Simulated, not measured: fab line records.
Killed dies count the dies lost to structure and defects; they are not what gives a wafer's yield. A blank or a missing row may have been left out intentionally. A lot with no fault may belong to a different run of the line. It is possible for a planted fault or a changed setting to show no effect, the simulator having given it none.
A lot that was struck, set against a sound lot :: flow nand harc :: 17 out of 1302 route steps
Sound: the wafers L831.1, L831.2, L831.5. Wafers struck: L838.3, L838.5, L838.6. The cause is named last.
For every step that has rows: the tool of each side, followed by ch and its chambers, followed by its first start. Under that, the readings that differ: sound wafers :: struck wafers :: difference of the means :: sigmas: that difference in standard deviations of wafers without a fault.
alike: same words and numbers on both sides, and readings whose means sit less than 2 such deviations apart. not compared: any withheld reading, any reading some wafer has no value for, any bound like >300 that may hide the same value, and any number with overlapping values for which the record gives no deviation.
The two part at a step that has a row with sigmas, a row that says differs or no value, or rows on one side only. Non-overlapping numbers with no deviation appear without sigmas and do not part them. Lack of a reading on every wafer of one side parts them only where that side has two or more wafers.

NHARC_A_STAIRCASE_CMP_472: polishes SiO2.
  sound on cmp-02 ch 1,2,3, day 20 20:01; struck on cmp-04 ch 2,3, day 24 01:37
  alike: motor current A
then, 1 step without rows for these wafers: NHARC_A_STAIRCASE_SRD_474.
NHARC_A_STAIRCASE_INSPECT_155:
  sound on defect inspect-01 at day 20 20:20; struck on defect inspect-01 at day 24 01:57
  alike: raw defect count
NHARC_A_SGD_CUT_DEP_00: deposits SiNx, target thk 50 nm.
  sound on pecvd-04 ch 0,1,2, day 20 20:24; struck on pecvd-04 ch 0,2, day 24 02:01
  alike: heater power w
then, 7 steps without rows for these wafers: NHARC_A_SGD_CUT_DEHYDRATE_01 (time 120 s); NHARC_A_SGD_CUT_HMDS_02 (time 30 s); NHARC_A_SGD_CUT_COAT_56 (time 75 s); NHARC_A_SGD_CUT_COAT_57 (time 65 s); NHARC_A_SGD_CUT_COAT_03 (resist thk 90 nm); NHARC_A_SGD_CUT_SOFTBAKE_04 (time 55 s); NHARC_A_SGD_CUT_EBR_05.
NHARC_A_SGD_CUT_EXPOSE_06: exposes mask SGD.
  sound on arfi scanner-01 ch 0, day 20 20:59; struck on arfi scanner-02 ch 0, day 24 02:29
reading: exposure dose mJ cm2
sound: 85.60 85.57 85.61
struck: 104.58 104.53 104.46
difference: +18.93
sigmas: +99 or more
  alike: mask, focus offset nm
then, 2 steps without rows for these wafers: NHARC_A_SGD_CUT_PEB_07 (peb time 65 s); NHARC_A_SGD_CUT_DEVELOP_08 (develop time 35 s).
NHARC_A_SGD_CUT_CD_MEAS_09: target cd 100 nm.
  sound on cd sem-02 ch 0, day 20 21:07; struck on cd sem-01 ch 0, day 24 02:37
reading: cd nm (nm)
sound: 99.2 99.6 98.1
struck: 116.3 116.2 115.9
difference: +17.2
sigmas: +21
NHARC_A_SGD_CUT_OVL_MEAS_10:
  sound on overlay-02 at day 20 21:13; struck on overlay-02 at day 24 02:42
  alike: overlay x nm, overlay y nm
-- the record jumps here: 5 days lie between the struck wafers' starts before and after (it left off in module A_SGD_CUT and takes up again in module END, whose first step shown is number 1302 of the route) --
NHARC_END_SORT_01:
  at this point the record logs the struck wafers (prober-01 ch 0, day 29 11:17) and has no rows for the sound ones

== WHERE THEY PART ==
Last at NHARC_END_SORT_01 as far as this record goes, first at NHARC_A_SGD_CUT_EXPOSE_06.

WHY: what the simulator had put in
Drift in process parameters on arfi scanner-02 at NHARC_A_SGD_CUT_EXPOSE_06, starting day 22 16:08. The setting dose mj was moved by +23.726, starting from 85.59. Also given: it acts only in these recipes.
